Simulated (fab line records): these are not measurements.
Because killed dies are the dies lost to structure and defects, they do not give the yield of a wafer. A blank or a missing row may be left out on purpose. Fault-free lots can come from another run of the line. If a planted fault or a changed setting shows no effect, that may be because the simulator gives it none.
Chamber matching || flow nand_harc || 4 sister chambers for NHARC_A_CHANNEL_FILL_D1_ALD_14 on ald_hk-01
The step deposits SiO2, target thk 2.5 nm, pulse time 10 s, ald cycles 25. 20 wafers are shown with their chamber, then 10 later ones without.

WAFERS WITH THEIR CHAMBER
{"wafer": "L075.1", "chamber": 0, "heater_power_w (W)": 379, "precursor_pulse_height_rel": 1.036}
{"wafer": "L075.4", "chamber": 3, "heater_power_w (W)": 559, "precursor_pulse_height_rel": 1.000}
{"wafer": "L075.6", "chamber": 3, "heater_power_w (W)": 551, "precursor_pulse_height_rel": 0.968}
{"wafer": "L074.1", "chamber": 0, "heater_power_w (W)": 373, "precursor_pulse_height_rel": 1.002}
{"wafer": "L074.2", "chamber": 2, "heater_power_w (W)": 440, "precursor_pulse_height_rel": 1.005}
{"wafer": "L074.4", "chamber": 3, "heater_power_w (W)": 569, "precursor_pulse_height_rel": 1.020}
{"wafer": "L077.4", "chamber": 0, "heater_power_w (W)": 377, "precursor_pulse_height_rel": 0.975}
{"wafer": "L077.5", "chamber": 0, "heater_power_w (W)": 378, "precursor_pulse_height_rel": 1.021}
{"wafer": "L077.6", "chamber": 3, "heater_power_w (W)": 564, "precursor_pulse_height_rel": 0.997}
{"wafer": "L076.1", "chamber": 3, "heater_power_w (W)": 574, "precursor_pulse_height_rel": 0.985}
{"wafer": "L076.4", "chamber": 0, "heater_power_w (W)": 378, "precursor_pulse_height_rel": 0.974}
{"wafer": "L076.6", "chamber": 2, "heater_power_w (W)": 428, "precursor_pulse_height_rel": 1.007}
{"wafer": "L079.3", "chamber": 1, "heater_power_w (W)": 526, "precursor_pulse_height_rel": 1.001}
{"wafer": "L079.4", "chamber": 2, "heater_power_w (W)": 433, "precursor_pulse_height_rel": 0.993}
{"wafer": "L079.5", "chamber": 2, "heater_power_w (W)": 438, "precursor_pulse_height_rel": 1.000}
{"wafer": "L081.1", "chamber": 3, "heater_power_w (W)": 576, "precursor_pulse_height_rel": 0.997}
{"wafer": "L081.4", "chamber": 0, "heater_power_w (W)": 384, "precursor_pulse_height_rel": 0.964}
{"wafer": "L081.5", "chamber": 2, "heater_power_w (W)": 442, "precursor_pulse_height_rel": 0.975}
{"wafer": "L083.3", "chamber": 1, "heater_power_w (W)": 523, "precursor_pulse_height_rel": 1.022}
{"wafer": "L083.4", "chamber": 3, "heater_power_w (W)": 574, "precursor_pulse_height_rel": 0.982}

SIGNATURES, as means of the wafers listed above
{"reading": "heater_power_w", "chamber 0": 378.17, "chamber 1": 524.50, "chamber 2": 436.20, "chamber 3": 566.71, "scatter within a chamber": 6.65}
{"reading": "precursor_pulse_height_rel", "chamber 0": 0.99533, "chamber 1": 1.01150, "chamber 2": 0.99600, "chamber 3": 0.99271, "scatter within a chamber": 0.0205}
Rule: a wafer's distance from a chamber is the root of the sum, over the readings, of the square of ((its reading less the chamber's mean) divided by the reading's scatter). The wafer belongs to the nearest chamber; if the next one is less than 2 further off, it can't be placed. The scatter is the square root of a quotient: the sum, over the shown wafers, of each reading's squared deviation from its chamber's mean, divided by wafers minus chambers.

WAFERS MISSING THEIR CHAMBER
{"wafer": "L083.5", "heater_power_w (W)": 449, "precursor_pulse_height_rel": 0.991}
{"wafer": "L084.1", "heater_power_w (W)": 441, "precursor_pulse_height_rel": 0.997}
{"wafer": "L084.4", "heater_power_w (W)": 521, "precursor_pulse_height_rel": 0.984}
{"wafer": "L084.5", "heater_power_w (W)": 376, "precursor_pulse_height_rel": 0.986}
{"wafer": "L095.3", "heater_power_w (W)": 373, "precursor_pulse_height_rel": 0.985}
{"wafer": "L095.4", "heater_power_w (W)": 460, "precursor_pulse_height_rel": 0.977}
{"wafer": "L095.6", "heater_power_w (W)": 387, "precursor_pulse_height_rel": 1.009}
{"wafer": "L097.3", "heater_power_w (W)": 600, "precursor_pulse_height_rel": 0.973}
{"wafer": "L097.5", "heater_power_w (W)": 455, "precursor_pulse_height_rel": 0.977}
{"wafer": "L097.6", "heater_power_w (W)": 577, "precursor_pulse_height_rel": 1.005}

THE CHAMBER EACH PASSED THROUGH
{"wafer": "L083.5", "from the rows above": 2, "in truth": 2}
{"wafer": "L084.1", "from the rows above": 2, "in truth": 2}
{"wafer": "L084.4", "from the rows above": 1, "in truth": 1}
{"wafer": "L084.5", "from the rows above": 0, "in truth": 0}
{"wafer": "L095.3", "from the rows above": 0, "in truth": 0}
{"wafer": "L095.4", "from the rows above": 2, "in truth": 2}
{"wafer": "L095.6", "from the rows above": 0, "in truth": 0}
{"wafer": "L097.3", "from the rows above": 3, "in truth": 3}
{"wafer": "L097.5", "from the rows above": 2, "in truth": 2}
{"wafer": "L097.6", "from the rows above": 3, "in truth": 3}
Correctly placed: 10 of 10. Can't be placed from these rows: 0. 0 placed wrongly.
